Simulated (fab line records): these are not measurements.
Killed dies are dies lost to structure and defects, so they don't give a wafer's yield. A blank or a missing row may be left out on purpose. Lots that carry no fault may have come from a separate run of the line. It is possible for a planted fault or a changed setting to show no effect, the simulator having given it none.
A lot that was struck, set against a sound lot ; flow n5_finfet ; 36 out of 1938 route steps
Sound: these wafers, L374.1, L374.3, L374.4. The struck wafers were L384.3, L384.5, L384.6. At the end, the cause is stated.
For every step that has rows: the tool of each side, followed by ch and its chambers, followed by its first start. Under that, the readings that differ: sound wafers ; struck wafers ; difference of the means ; sigmas: that difference in standard deviations of wafers without a fault.
alike: words and numbers the same on both sides, and readings whose means are apart by under 2 such deviations; not compared: readings that were withheld, readings missing a value for some wafer, numbers with overlapping values and no deviation given by the record, and bounds like >300 which may hide the same value.
The two part at a step that has a row with sigmas, a row that says differs or no value, or rows on one side only. Numbers that have no deviation but don't overlap get no sigmas and don't part them. Lack of a reading on every wafer of one side parts them only where that side has two or more wafers.

first, 9 steps without rows for these wafers: N5_BEOL_M4_ANNEAL_95 (time 240 s); N5_BEOL_M4_SPUTTER_96 (material Cu, target thk 4.5 nm, time 8.29 s); N5_BEOL_M4_ECD_50 (material Cu, target thk 300 nm); N5_BEOL_M4_ANNEAL_51 (time 90 s); N5_BEOL_M4_CMP_52 (polishes, stops on SiOC, t overpolish 6.8 s, target thk 40 nm); N5_BEOL_M4_PRE_CLEAN_60 (time 15 s); N5_BEOL_M4_CO_CAP_55 (material Co, precursor CCTBA/H2, target thk 2 nm, time 102.1 s); N5_BEOL_M4_PRE_CLEAN_56 (time 15 s); N5_BEOL_M4_DEP_57 (deposits SiCN from 3MS/NH3, target thk 8 nm, time 14 s).
N5_BEOL_M4_RC_MEAS_101:
  sound on prober-02 ch 0, day 7 19:06; struck on prober-02 ch 0, day 10 13:35
  alike: DIBL_N, DIBL_P, IOFF_N, IOFF_P, ION_N, ION_P, SS_N, SS_P, VT_N, VT_P
then, 24 steps without rows for these wafers: N5_BEOL_M5_ILD_DEP_00 (deposits SiCOH lowk from DEMS/porogen, target thk 140.64 nm, time 25.9 s); N5_BEOL_M5_CURE_79 (cures SiCOH lowk, time 240 s); N5_BEOL_M5_PECVD_70 (deposits SiO2 from TEOS/O2, target thk 16 nm, time 18 s); N5_BEOL_M5_HM_DEP_02 (deposits TiN, target thk 20 nm); N5_BEOL_M5_COAT_59 (time 60 s, resist thk 60 nm); N5_BEOL_M5_COAT_60 (time 60 s, resist thk 12 nm); N5_BEOL_M5_COAT_71 (time 60 s, resist thk 5 nm); N5_BEOL_M5_COAT_05 (resist thk 30 nm); N5_BEOL_M5_EBR_07; N5_BEOL_M5_SOFTBAKE_06 (time 60 s); N5_BEOL_M5_EXPOSE_08 (exposes mask M5, target cd 28 nm); N5_BEOL_M5_PEB_09 (peb time 60 s); N5_BEOL_M5_DEVELOP_10 (develop time 30 s); N5_BEOL_M5_DESCUM_16 (chemistry O2, time 7 s); N5_BEOL_M5_ETCH_72 (etches underlayer in N2/H2, target depth 6.5 nm, time 5.2 s); N5_BEOL_M5_ETCH_61 (etches SiARC in CF4, target depth 15.6 nm, time 26 s); N5_BEOL_M5_ETCH_62 (etches SOC in N2/H2, target depth 75 nm, overetch 15 nm, time 112.5 s); N5_BEOL_M5_STRIP_63 (strips in N2/H2); N5_BEOL_M5_STRIP_73 (strips in N2/H2); N5_BEOL_M5_STRIP_64 (strips in CF4); N5_BEOL_M5_HM_OPEN_17 (chemistry Cl2/BCl3, target TiN, target depth 20 nm, overetch 6 nm); N5_BEOL_M5_STRIP_19 (strips in O2); N5_BEOL_M5_COAT_65 (time 60 s, resist thk 60 nm); N5_BEOL_M5_COAT_66 (time 60 s, resist thk 12 nm).
N5_BEOL_M9_ETCH_41: etches SiCN in CH3F/O2, target depth 36.6 nm, time 70.1 s.
  sound on rie_diel-03 ch 0,2,3, day 9 12:44; struck on rie_diel-05 ch 2,3, day 12 07:49
  no value came back on the struck wafers for any of 9 readings (CH3F_flow_sccm (sccm), O2_flow_sccm (sccm) and others); on the sound wafers CH3F_flow_sccm (sccm) reads 29.93 30.08 29.92
-- record jumps: 2 days separate the struck wafers' starts on either side; left off in module BEOL_M9, taken up again in module PASSIVATION, whose first shown step is the route's number 1936 --
N5_PASSIVATION_PROBE_49:
  the record has rows for the struck wafers here (prober-01, day 14 15:33) and none for the sound ones

WHERE THEY PART
At N5_BEOL_M9_ETCH_41 first; at N5_PASSIVATION_PROBE_49 last (within this record only).

WHY: whatever the simulator had introduced
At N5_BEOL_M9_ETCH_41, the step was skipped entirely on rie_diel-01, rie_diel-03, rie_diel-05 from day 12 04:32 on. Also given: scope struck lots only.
